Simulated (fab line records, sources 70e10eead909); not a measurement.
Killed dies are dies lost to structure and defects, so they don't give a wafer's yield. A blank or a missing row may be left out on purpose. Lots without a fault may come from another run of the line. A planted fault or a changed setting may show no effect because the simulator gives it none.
fab line records | flow nand_harc
record lots=13 wafers=39 last_day=24
route steps=1159 shown A_STAIRCASE@729 A_M1@1043 END@1159
lots that met no fault: from a run of the same line without faults
start_h: hours from the record's first day to the start of the lot's first wafer shown | wait_h: hours since the lot's step before | " the same as in the row above | L1.1+2: a row that stands for several wafers | - no value, or no start given | * or withheld: withheld | < > ~ a bound
route shown NAME@n: a module of which the file shows steps, and the number in the route of the first | usual: mean/standard deviation of fault-free wafers | same: alike in all rows | chamber/n: place in a boat | sites: the reading at each site | _std_site: their standard deviation | _edge_site: outer sites' mean less inner sites' | radius_mm: how far each site lies from the wafer's centre | mask NAME#n: copy n | behind: the tool/chamber that last shaped the wafer | hold: why the lot was held/for how many hours/how that ended | device: the transistor (n, p or np) that didn't switch | end of line: the same wafers' tests at the end of the route | a step without rows: its recipe alone | killed: dies lost to structure and defects at the first sort, not the wafer's yield | map: a wafer's dies, x killed, . not, _ none there
set.NAME: the setting as run; set.NAME@STEP: as run at that earlier step | model.NAME: the simulator's own value behind a step, which no gauge read
steps of the route over a sample of lots; a table a step, a row a wafer
services: from which hour (start_h, from the record's first day; less than 0 if before it) a tool's chamber was out of use, for how many hours, and why
## steps
# step NHARC_A_STAIRCASE_STRIP_446
# recipe power_w=1500 temp_c=250 chemistry=O2
# usual drypump_motor_current_A=5.8/0.6 heater_power_w=333/35
# columns lot.wafer tool chamber start_h wait_h drypump_motor_current_A heater_power_w rf_hours_counter_h
L977.3 plasma_asher-01 0 299.46 0.1 5.6 388 -
L977.4 " 1 " " 6.1 330 -
L977.6 " 0 " " 5.5 388 -
L978.1 plasma_asher-01 1 311.67 0.0 6.1 320 8
L978.4 " 0 " " 5.5 387 -
L978.6 " 1 " " 6.1 323 -
L980.1 plasma_asher-02 0 321.59 0.0 6.7 329 45
L980.4 " 1 " " 5.0 286 -
L980.6 " 1 " " 5.0 295 -
L981.2 plasma_asher-01 0 321.81 0.1 5.5 389 11
L981.6 " 1 " " 6.1 326 -
L981.5 " 0 " " 5.6 383 -
L984.2 plasma_asher-01 1 354.40 0.0 6.0 324 21
L984.1 " 0 " " 5.5 395 21
L984.5 " 0 " " 5.6 391 -
L982.4 plasma_asher-02 1 354.55 0.1 4.9 294 -
L982.3 " 0 " " 6.6 326 -
L982.6 " 1 " " 5.0 295 -
L986.1 plasma_asher-02 0 355.81 0.0 6.6 328 57
L986.4 " 0 " " 6.7 323 -
L986.5 " 1 " " 5.0 283 -
L983.2 plasma_asher-02 1 356.86 0.0 4.9 290 58
L983.3 " 1 " " 4.9 299 -
L983.5 " 1 " " 4.9 291 -
L989.1 plasma_asher-01 0 377.34 0.0 5.5 386 33
L989.2 " 1 " " 6.1 317 33
L989.4 " 0 " " 5.5 399 -
L990.1 plasma_asher-02 0 377.56 0.2 6.6 321 2
L990.3 " 1 " " 4.9 291 -
L990.5 " 0 " " 6.6 312 -
L991.4 plasma_asher-01 0 406.26 0.1 5.5 386 -
L991.3 " 1 " " 6.0 324 -
L991.6 " 0 " " 5.6 388 -
L100.4 plasma_asher-02 1 443.16 0.3 5.0 292 -
L100.5 " 1 " " 5.0 292 -
L100.6 " 0 " " 6.6 315 -
L999.1 plasma_asher-02 0 444.36 0.1 6.6 310 24
L999.3 " 1 " " 5.0 299 -
L999.4 " 0 " " 6.7 308 -
# step NHARC_A_M1_STRIP_18
# recipe power_w=1000 n2_flow_sccm=150 h2_flow_sccm=150 ar_flow_sccm=0 bias_w=0 chemistry=N2/H2
# usual drypump_motor_current_A=5.5/0.36 h2_flow_sccm=150.0/0.41 oes_product_au=0.999/0.0099 rf_vpp_V=90.7/0.92 showerhead_plenum_p_Torr=2.05/0.079 throttle_valve_pct=14.171/0.0094
# columns lot.wafer tool chamber start_h wait_h drypump_motor_current_A h2_flow_sccm oes_product_au rf_hours_counter_h rf_vpp_V showerhead_plenum_p_Torr throttle_valve_pct
L977.3 rie_diel-06 1 407.07 0.1 5.0 149.4 0.986 4.6 89.4 1.97 14.164
L977.4 " 3 " " 6.1 150.3 1.010 4.5 91.9 2.15 14.165
L977.6 " 0 " " 5.4 150.8 0.989 - 89.6 2.02 14.181
L978.1 rie_diel-04 1 407.42 0.1 5.1 150.1 0.994 8.8 90.4 2.18 14.163
L978.4 " 2 " " 6.0 149.9 1.006 7.7 90.3 2.05 14.163
L978.6 " 1 " " 5.1 150.0 0.993 - 90.4 2.18 14.174
L981.2 rie_diel-04 1 409.07 0.1 5.1 150.5 0.994 8.8 91.3 2.18 14.158
L981.6 " 3 " " 5.4 150.0 1.010 - 88.7 1.92 14.172
L981.5 " 0 " " 5.8 150.6 0.999 - 90.4 2.04 14.170
L980.1 rie_diel-12 0 417.56 0.1 5.9 149.7 1.014 1.9 90.2 1.93 14.169
L980.4 " 2 " " 5.3 150.4 1.003 2.2 91.9 2.14 14.158
L980.6 " 1 " " 5.8 150.3 1.000 - 90.4 2.06 14.180
L983.2 rie_diel-12 2 449.79 0.1 5.3 149.1 0.992 4.2 91.1 2.14 14.178
L983.3 " 1 " " 5.8 149.9 1.003 3.8 91.3 2.06 14.163
L983.5 " 2 " " 5.4 149.4 0.995 - 90.5 2.14 14.175
L984.2 rie_diel-12 3 451.26 0.1 5.2 149.7 1.010 3.8 91.2 2.04 14.167
L984.1 " 0 " " 5.9 150.4 1.012 3.4 89.7 1.93 14.173
L984.5 " 0 " " 5.9 149.7 1.000 - 90.6 1.93 14.170
L982.4 rie_diel-06 2 457.31 0.1 5.0 149.9 0.991 0.6 90.3 2.05 14.168
L982.3 " 3 " " 6.1 149.8 0.991 0.6 91.5 2.15 14.171
L982.6 " 3 " " 6.1 150.2 1.003 - 91.7 2.15 14.165
L986.4 rie_diel-06 0 457.97 0.1 5.4 149.5 1.006 0.6 90.4 2.02 14.169
L986.1 " 2 " " 5.0 150.3 0.989 0.7 91.0 2.05 14.161
L986.5 " 0 " " 5.4 149.6 1.013 - 88.5 2.02 14.196
L990.1 rie_diel-12 2 466.41 0.1 5.3 149.9 0.993 5.6 91.1 2.14 14.168
L990.3 " 3 " " 5.2 150.5 1.009 5.1 92.2 2.04 14.171
L990.5 " 2 " " 5.3 150.3 0.999 - 91.1 2.14 14.177
L989.1 rie_diel-06 3 467.32 0.1 6.1 150.4 0.990 0.9 92.7 2.15 14.168
L989.2 " 1 " " 5.0 150.9 1.002 0.8 91.0 1.97 14.177
L989.4 " 1 " " 5.1 149.8 1.002 - 91.1 1.97 14.181
L991.4 rie_diel-12 2 505.82 0.1 5.3 150.4 1.001 7.7 91.6 2.14 14.176
L991.3 " 3 " " 5.2 150.5 1.016 7.4 90.8 2.04 14.160
L991.6 " 0 " " 5.9 149.7 1.012 - 91.4 1.93 14.166
L100.4 rie_diel-04 2 542.40 0.1 6.0 150.0 0.991 5.8 89.2 2.05 14.203
L100.5 " 0 " " 5.8 149.8 1.003 - 89.5 2.03 14.172
L100.6 " 1 " " 5.1 149.9 0.980 - 91.2 2.18 14.171
L999.3 rie_diel-04 2 546.19 0.1 6.0 150.1 0.977 6.3 90.6 2.05 14.168
L999.1 " 3 " " 5.4 150.3 0.984 6.3 91.4 1.92 14.160
L999.4 " 0 " " 5.8 150.5 1.001 6.8 91.0 2.03 14.177
# step NHARC_A_M1_DEGAS_29
# recipe temp_c=250 time_s=60
# usual heater_power_w=351/40 susceptor_temp_C=249.99/0.18
# columns lot.wafer tool chamber start_h wait_h heater_power_w susceptor_temp_C
L977.4 pvd_sputter-03 - 407.69 - 424 249.65
L977.3 " - " " 378 250.16
L977.6 " - " " 436 249.72
L978.1 pvd_sputter-03 - 408.03 - 381 249.80
L978.4 " - " " 436 250.16
L978.6 " - " " 432 250.07
L981.2 pvd_sputter-01 - 409.68 - 377 250.26
L981.6 " - " " 315 250.04
L981.5 " - " " 326 249.91
L980.1 pvd_sputter-02 - 418.19 - 285 250.02
L980.4 " - " " 358 250.09
L980.6 " - " " 289 250.20
L983.3 pvd_sputter-01 - 450.44 - 360 250.04
L983.2 " - " " 346 249.98
L983.5 " - " " 307 249.85
L984.2 pvd_sputter-02 - 451.90 - 286 250.06
L984.1 " - " " 376 249.98
L984.5 " - " " 359 250.11
L982.4 pvd_sputter-01 - 457.95 - 317 250.13
L982.3 " - " " 343 250.11
L982.6 " - " " 315 250.24
L986.1 pvd_sputter-02 - 458.58 - 379 250.06
L986.4 " - " " 296 249.95
L986.5 " - " " 387 249.86
L990.1 pvd_sputter-01 - 467.03 - 354 250.00
L990.3 " - " " 375 250.02
L990.5 " - " " 356 250.14
L989.1 pvd_sputter-02 - 467.99 - 382 250.11
L989.2 " - " " 372 249.92
L989.4 " - " " 357 249.76
L991.4 pvd_sputter-02 - 506.42 - 290 249.84
L991.3 " - " " 372 249.78
L991.6 " - " " 393 250.15
L100.4 pvd_sputter-03 - 543.01 - 292 -
L100.6 " - " " 357 -
L100.5 " - " " 447 -
L999.1 pvd_sputter-03 - 546.83 - 434 249.73
L999.3 " - " " 330 249.63
L999.4 " - " " 360 250.11
# step NHARC_A_M1_CMP_23
# recipe t_overpolish_s=20 target_thk_nm=154.34
# usual motor_current_A=12.4/1.3 time_to_endpoint_s=28.9/2.8
# columns lot.wafer tool chamber start_h wait_h motor_current_A time_to_endpoint_s
L977.3 cmp-02 3 408.85 - 11.6 30.3
L977.4 " 0 " " 12.1 29.0
L977.6 " 2 " " 12.2 24.2
L978.1 cmp-04 3 409.19 - 11.5 31.5
L978.4 " 2 " " 12.4 29.5
L978.6 " 3 " " 11.3 34.2
L981.2 cmp-02 3 410.77 - 12.6 32.2
L981.5 " 2 " " 13.2 29.7
L981.6 " 3 " " 12.0 32.1
L980.4 cmp-04 2 419.30 - 12.1 24.8
L980.1 " 3 " " 11.1 27.6
L980.6 " 2 " " 12.5 22.7
L983.2 cmp-02 2 451.52 - 13.0 28.9
L983.3 " 0 " " 13.0 29.8
L983.5 " 2 " " 12.8 28.4
L984.2 cmp-04 1 453.05 - 12.2 30.1
L984.1 " 2 " " 12.2 26.2
L984.5 " 0 " " 12.9 30.4
L982.3 cmp-02 2 459.06 - 13.2 28.7
L982.4 " 3 " " 11.8 32.0
L982.6 " 1 " " 12.0 34.5
L986.4 cmp-01 3 459.67 - 14.1 25.7
L986.1 " 0 " " 11.8 28.5
L986.5 " 3 " " 14.4 24.5
L990.1 cmp-01 3 468.14 - 14.2 26.1
L990.3 " 0 " " 11.4 29.8
L990.5 " 2 " " 10.6 24.4
L989.4 cmp-02 1 469.08 - 12.2 33.3
L989.2 " 2 " " 12.8 29.0
L989.1 " 0 " " 12.2 31.8
L991.3 cmp-02 0 507.56 - 12.7 30.5
L991.4 " 1 " " 12.3 29.7
L991.6 " 2 " " 13.2 23.9
L100.4 cmp-02 2 544.14 - 12.6 26.4
L100.5 " 0 " " 12.1 30.8
L100.6 " 1 " " 12.0 32.4
L999.3 cmp-02 0 547.91 - 12.6 30.8
L999.4 " 1 " " 11.8 31.5
L999.1 " 3 " " 11.6 30.4
# step NHARC_END_SORT_01
# recipe temp_c=25
# usual killed_at_array=25/9.5 killed_at_other=0.8/1.2 killed_at_periphery=3.4/2.2 killed_dies=29/10 killed_open=3.3/1.8 killed_short=2.1/1.4
# same gross_dies=677
# columns lot.wafer tool chamber start_h wait_h killed_at_array killed_at_other killed_at_periphery killed_dies killed_open killed_short
L100.4 prober-02 0 578.09 3.4 109 0 5 114 8 4
L100.5 prober-02 0 578.90 3.7 103 0 2 105 3 2
L100.6 prober-02 0 579.70 4.0 68 1 3 72 4 0
L999.1 prober-02 0 583.51 2.5 80 0 2 82 3 2
L999.3 prober-02 0 585.10 3.1 111 0 3 114 5 1
L999.4 prober-02 0 585.89 3.4 75 2 2 79 4 4
# killed by level:class
L100.4 A_STAIRCASE:unspecified=89 A_CHANNEL_HOLE_D1:chamber_film_flake=10 A_CONTACT:geometric_particle:open=3 A_M0:geometric_particle:open=2 P_CONTACT:geometric_particle:open=1 P_M0:geometric_particle:open=1 P_M1:geometric_particle:short=1 A_CHANNEL_FILL_D1:geometric_particle:short=1
L100.5 A_STAIRCASE:unspecified=90 A_CHANNEL_HOLE_D1:chamber_film_flake=6 P_M1:geometric_particle:short=1 A_CHANNEL_HOLE_D1:geometric_particle:open=1 A_M0:geometric_particle:open=1 A_M0:geometric_particle:short=1 A_M1:geometric_particle:open=1 P_ZERO_WELL:chamber_film_flake=1
L100.6 A_STAIRCASE:unspecified=48 A_CHANNEL_HOLE_D1:chamber_film_flake=10 P_ZERO_WELL:chamber_film_flake=2 A_ZERO_WELL:chamber_film_flake=2 A_STAIRCASE:chamber_film_flake=2 A_CONTACT:chamber_film_flake=2 P_M1:geometric_particle:open=1 A_CHANNEL_FILL_D1:geometric_particle:open=1
L999.1 A_STAIRCASE:unspecified=50 A_SLIT:chamber_film_flake=15 A_CHANNEL_HOLE_D1:chamber_film_flake=5 A_CONTACT:chamber_film_flake=4 A_WL_FILL:chamber_film_flake=2 P_M0:geometric_particle:open=1 A_WL_FILL:geometric_particle:short=1 A_WL_FILL:geometric_particle:open=1
L999.3 A_STAIRCASE:unspecified=90 A_SLIT:chamber_film_flake=14 A_CHANNEL_HOLE_D1:chamber_film_flake=4 P_CONTACT:geometric_particle:open=2 P_M2:geometric_particle:open=1 A_SGD_CUT:geometric_particle:open=1 A_WL_FILL:geometric_particle:short=1 A_WL_FILL:geometric_particle:open=1
L999.4 A_STAIRCASE:unspecified=46 A_SLIT:chamber_film_flake=8 A_CONTACT:chamber_film_flake=7 A_CHANNEL_HOLE_D1:chamber_film_flake=6 A_WL_FILL:geometric_particle:short=2 A_BLC:geometric_particle:open=2 THIN_TSV:chamber_film_flake=2 P_M0:geometric_particle:open=1
## services
# columns tool chamber start_h hours kind
rie_diel-04 3 275.71 4.1 repair
plasma_asher-01 - 276.74 9.0 pm
cmp-02 - 279.02 1.8 repair
pvd_sputter-03 - 280.00 10.0 pm
cmp-02 - 293.16 1.2 repair
cmp-02 - 324.50 4.0 pm
cmp-02 - 349.61 1.9 repair
pvd_sputter-02 - 350.31 2.9 repair
rie_diel-12 1 356.37 6.4 repair
plasma_asher-02 - 360.00 9.0 pm
rie_diel-12 - 379.40 9.0 pm
cmp-02 - 384.86 0.6 repair
plasma_asher-02 - 393.59 4.7 repair
pvd_sputter-02 - 396.88 10.0 pm
cmp-02 - 418.41 2.1 repair
cmp-02 - 422.50 4.0 pm
rie_diel-12 - 436.19 0.8 repair
plasma_asher-02 - 449.43 2.6 repair
cmp-02 - 452.79 3.0 repair
plasma_asher-01 - 453.74 9.0 pm
plasma_asher-02 - 498.93 1.8 repair
rie_diel-12 0 510.79 10.8 repair
cmp-02 - 520.50 4.0 pm
plasma_asher-02 - 537.00 9.0 pm
## key
first_sign step=NHARC_END_SORT_01 reading=killed_at_array direction=up sigmas=6.9 usual=25 struck=91
effect step=NHARC_END_SORT_01 reading=killed_dies direction=up sigmas=6.4 usual=29 struck=94
more_kills_born_at NHARC_A_STAIRCASE_STRIP_446@plasma_asher-02=413
met_at NHARC_A_STAIRCASE_STRIP_446
struck_lots L999,L100
tester_left_out L999,L100
not_acting_at NHARC_A_M1_STRIP_18,NHARC_A_M1_DEGAS_29,NHARC_A_M1_CMP_23
onset_between 377.56 443.16
also_fits time
fault kind=chamber_particle_source tool=plasma_asher-02 chamber=- onset_h=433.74 steps=NHARC_A_STAIRCASE_STRIP_446 rate_per_visit_cm2=1.4555 end_h=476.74
# tester_left_out: of these lots the tester's yield and bins aren't shown, on N5 and GAA mostly nor the transistor test; their killed dies are dies lost to structure and defects alone, not to doping, threshold or leakage, so they don't give the yield
